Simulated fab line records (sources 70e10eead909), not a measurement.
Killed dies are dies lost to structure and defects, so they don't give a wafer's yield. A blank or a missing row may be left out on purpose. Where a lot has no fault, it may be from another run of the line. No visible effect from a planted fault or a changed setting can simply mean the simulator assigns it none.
Matching of chambers	flow nand_harc	4 sister chambers for NHARC_A_STAIRCASE_ETCHBACK_157 on rie_diel-13
The step etches the open film in CH3F/O2, target depth 90 nm, time 167.14 s. 8 wafers are shown with their chamber, then 7 later ones without.

WAFERS, EACH WITH ITS CHAMBER
wafer	chamber	drypump_motor_current_A (A)	showerhead_plenum_p_Torr (Torr)
L077.1	2	6.5	2.44
L078.2	1	6.4	2.65
L078.6	0	6.3	2.51
L088.1	3	5.5	2.65
L088.3	2	6.5	2.42
L088.4	0	6.3	2.50
L093.2	1	6.4	2.63
L093.5	3	5.6	2.65

WAFERS WITH NO CHAMBER GIVEN
wafer	drypump_motor_current_A (A)	showerhead_plenum_p_Torr (Torr)
L093.6	6.5	2.42
L097.2	5.6	2.64
L097.3	6.4	2.63
L097.4	6.3	2.49
L096.1	6.4	2.63
L096.4	6.3	2.49
L096.6	5.6	2.64

EACH ONE'S CHAMBER
wafer	from the rows above	in truth
L093.6	2	2
L097.2	3	3
L097.3	1	1
L097.4	0	0
L096.1	1	1
L096.4	0	0
L096.6	3	3
Placed correctly: 7 of 7. Number that these rows cannot place: 0. Placed wrongly: 0.
How it was worked out, from the rows above alone: a wafer's distance from a chamber is the root of the sum, over the readings, of the square of ((its reading less the chamber's mean) divided by the reading's scatter). If the next closest chamber is less than 2 further off than the closest, the wafer can't be placed; otherwise it belongs to the closest. For every chamber, the mean is computed from those of its wafers that are shown. The scatter: the root of (the sum of the squares of (reading less its chamber's mean) over the shown wafers, divided by (wafers less chambers)).
